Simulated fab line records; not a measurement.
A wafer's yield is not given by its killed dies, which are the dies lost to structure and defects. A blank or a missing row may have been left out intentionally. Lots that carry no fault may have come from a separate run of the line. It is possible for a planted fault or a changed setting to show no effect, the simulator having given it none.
The tool behind it: which one?	flow nand_harc	12 lots, 36 wafers sampled, at 6 steps of a route of 1302

## WHAT THE GAUGES READ, wafer by wafer
NHARC_P_M1_INSPECT_11. Usual: raw_defect_count reads 5 (standard deviation 3).
lot	measured	on	raw_defect_count	flag
L297	day 7 22:58	defect_inspect-01	19 4 5	
L298	day 8 12:01	defect_inspect-01	17 3 6	
L299	day 8 12:57	defect_inspect-01	2 1 0	
L303	day 10 06:22	defect_inspect-01	6 5 5	
L305	day 11 02:10	defect_inspect-02	5 0 3	
L307	day 12 08:15	defect_inspect-01	5 4 2	
L308	day 12 09:14	defect_inspect-01	0 3 4	
L309	day 12 20:05	defect_inspect-01	4 7 1	
L310	day 13 01:38	defect_inspect-02	4 3 6	
L311	day 13 17:58	defect_inspect-02	3 5 4	
L315	day 15 10:12	defect_inspect-02	8 3 7	
L316	day 16 01:38	defect_inspect-01	5 4 4	

NHARC_END_SORT_01. Usual: value, then standard deviation, for each; defect_limited_yield 90.7 % / 2.7; killed_at_array 58 / 19; killed_at_other 1.1 / 1.2; killed_at_periphery 3.8 / 2.4; killed_dies 63 / 18; killed_open 3.3 / 1.8; killed_short 2.2 / 1.6.
lot	measured	on	defect_limited_yield (%)	killed_at_array	killed_at_other	killed_at_periphery	killed_dies	killed_open	killed_short	flag
L297	day 25 16:38	prober-02	87.0 88.8 89.4	71 74 68	1 0 0	16 2 4	88 76 72	3 4 4	2 3 3	
L298	day 26 10:38	prober-02	83.3 84.2 84.9	98 104 99	1 1 0	14 2 3	113 107 102	3 4 4	3 2 3	
L299	day 26 10:38	prober-01	95.0 95.9 95.0	31 25 34	1 1 0	2 2 0	34 28 34	6 2 1	5 0 4	

## WHAT TOOL EACH LOT RAN ON (gives the tool, then ch and the chambers of the sampled wafers, and finally the start)
lot	NHARC_P_M0_ANNEAL_30	NHARC_P_M1_DEP_00	NHARC_P_M1_ETCH_35	NHARC_P_M1_PRE_CLEAN_30
L297	rtp_anneal-02 ch 0, day 7 20:45	pecvd-01 ch 0,1,2, day 7 22:03	rie_diel-11 ch 0,3, day 7 23:07	pvd_sputter-03, day 25 16:38 or earlier
L298	rtp_anneal-01 ch 0, day 8 09:40	pecvd-01 ch 0,1,2, day 8 11:02	rie_diel-11 ch 0,1, day 8 12:10	pvd_sputter-01, day 26 10:38 or earlier
L299	rtp_anneal-02 ch 0, day 8 10:37	pecvd-03 ch 0,1,2, day 8 12:05	rie_diel-11 ch 1,3, day 8 13:06	pvd_sputter-01, day 26 10:38 or earlier
L303	rtp_anneal-01 ch 0, day 10 04:05	pecvd-02 ch 0,1,2, day 10 05:25	rie_diel-11 ch 1,2,3, day 10 06:31	pvd_sputter-02, no start
L305	rtp_anneal-02 ch 0, day 10 23:48	pecvd-03 ch 0,1,2, day 11 01:12	rie_diel-09 ch 0,1,2, day 11 02:19	pvd_sputter-02, no start
L307	rtp_anneal-02 ch 0, day 12 05:56	pecvd-03 ch 0,1,2, day 12 07:17	rie_diel-11 ch 0,2,3, day 12 08:24	pvd_sputter-01, no start
L308	rtp_anneal-02 ch 0, day 12 07:00	pecvd-01 ch 0,1,2, day 12 08:19	rie_diel-11 ch 0,1, day 12 09:23	pvd_sputter-03, no start
L309	rtp_anneal-02 ch 0, day 12 17:44	pecvd-02 ch 1, day 12 19:08	rie_diel-09 ch 0,2,3, day 12 20:15	pvd_sputter-03, no start
L310	rtp_anneal-02 ch 0, day 12 23:25	pecvd-03 ch 0,1, day 13 00:41	rie_diel-09 ch 1,2, day 13 01:47	pvd_sputter-03, no start
L311	rtp_anneal-02 ch 0, day 13 15:38	pecvd-01 ch 0,1,2, day 13 17:00	rie_diel-09 ch 0,1, day 13 18:08	pvd_sputter-01, no start
L315	rtp_anneal-02 ch 0, day 15 07:44	pecvd-02 ch 1, day 15 09:07	rie_diel-09 ch 1,2, day 15 10:21	pvd_sputter-01, day 15 11:23
L316	rtp_anneal-01 ch 0, day 15 23:29	pecvd-01 ch 0,2, day 16 00:51	rie_diel-09 ch 0,1, day 16 01:47	pvd_sputter-01, no start
- NHARC_P_M0_ANNEAL_30: time 90 s.
- NHARC_P_M1_DEP_00: deposits SiOC, target thk 182.5 nm.
- NHARC_P_M1_ETCH_35: etches the open film in N2/H2, target depth 40 nm, overetch 12 nm, time 43.94 s.
- NHARC_P_M1_PRE_CLEAN_30: time 30 s.

## WHAT THE TOOLS THEMSELVES READ (means of the sampled wafers that have a number; where no wafer has one, the mark that the record gives instead)
NHARC_P_M0_ANNEAL_30. Usual: wafer_temp_C_max reads 225.9 (standard deviation 0.33).
lot	tool	wafer_temp_C_max	flag
L297	rtp_anneal-02	225.8	
L298	rtp_anneal-01	226.1	
L299	rtp_anneal-02	225.9	
L303	rtp_anneal-01	226.2	
L305	rtp_anneal-02	225.5	
L307	rtp_anneal-02	225.5	
L308	rtp_anneal-02	226.1	
L309	rtp_anneal-02	225.6	
L310	rtp_anneal-02	225.9	
L311	rtp_anneal-02	225.7	
L315	rtp_anneal-02	225.8	
L316	rtp_anneal-01	226.1	

NHARC_P_M1_DEP_00. Usual: rf_fwd_power_W 598.7 W, standard deviation 1.8; showerhead_vpp_V 1510 V, standard deviation 81.
lot	tool	rf_fwd_power_W (W)	showerhead_vpp_V (V)	flag
L297	pecvd-01	598.5	1439	
L298	pecvd-01	598.4	1446	
L299	pecvd-03	599.2	1546	
L303	pecvd-02	598.5	1545	
L305	pecvd-03	599.5	1537	
L307	pecvd-03	598.4	1544	
L308	pecvd-01	597.8	1435	
L309	pecvd-02	600.8	1643	
L310	pecvd-03	598.0	1514	
L311	pecvd-01	598.8	1448	
L315	pecvd-02	598.7	1627	
L316	pecvd-01	600.0	1471	

NHARC_P_M1_ETCH_35. Usual: drypump_motor_current_A 5.95 A, standard deviation 0.3; oes_product_au 0.999 a.u., standard deviation 0.01; rf_fwd_power_W 395.8 W, standard deviation 1.4; rf_vpp_V 431.0 V, standard deviation 2.8; showerhead_plenum_p_Torr 2.06 Torr, standard deviation 0.094; throttle_valve_pct 14.170 %, standard deviation 0.0085.
lot	tool	drypump_motor_current_A (A)	oes_product_au (a.u.)	rf_fwd_power_W (W)	rf_vpp_V (V)	showerhead_plenum_p_Torr (Torr)	throttle_valve_pct (%)	flag
L297	rie_diel-11	6.25	0.995	396.5	431.6	2.09	14.178	
L298	rie_diel-11	6.27	1.006	395.9	428.4	1.97	14.164	
L299	rie_diel-11	6.10	1.000	395.3	426.9	1.92	14.163	
L303	rie_diel-11	5.87	1.013	395.4	429.5	1.98	14.172	
L305	rie_diel-09	5.88	1.001	396.7	432.9	2.13	14.178	
L307	rie_diel-11	5.97	0.982	395.8	431.7	2.06	14.173	
L308	rie_diel-11	6.36	0.996	397.4	429.9	2.05	14.180	
L309	rie_diel-09	5.94	0.992	395.5	431.6	2.10	14.172	
L310	rie_diel-09	5.85	0.993	395.6	432.0	2.10	14.181	
L311	rie_diel-09	5.94	0.991	396.2	434.4	2.17	14.162	
L315	rie_diel-09	5.86	0.998	394.7	431.7	2.09	14.172	
L316	rie_diel-09	5.91	0.997	394.4	432.9	2.12	14.169	

NHARC_P_M1_PRE_CLEAN_30. Usual: heater_power_w reads 407 W (standard deviation 49).
lot	tool	heater_power_w (W)	flag
L297	pvd_sputter-03	362	
L298	pvd_sputter-01	425	
L299	pvd_sputter-01	442	
L303	pvd_sputter-02	388	
L305	pvd_sputter-02	382	
L307	pvd_sputter-01	449	
L308	pvd_sputter-03	372	
L309	pvd_sputter-03	372	
L310	pvd_sputter-03	380	
L311	pvd_sputter-01	442	
L315	pvd_sputter-01	406	
L316	pvd_sputter-01	425	

## THE ANSWER, worked out from the rows above alone
Rule: a lot is off if the mean of its wafers that have a number lies more than 3 standard deviations from the usual mean. Also off: a lot with no number at a reading for which 4 or more lots have one. All remaining lots with rows at the step are treated as sound. The gauges are gone through in route order, then the tools' own readings, and for those a lot's mean is taken as printed above. At the first step where some lot is off, the reading lying furthest off is the one used; lots without a number count as furthest.
Across all readings shown, no lot is off: no conclusion can be drawn from this.

## WHAT THE SIMULATOR HAD INSERTED
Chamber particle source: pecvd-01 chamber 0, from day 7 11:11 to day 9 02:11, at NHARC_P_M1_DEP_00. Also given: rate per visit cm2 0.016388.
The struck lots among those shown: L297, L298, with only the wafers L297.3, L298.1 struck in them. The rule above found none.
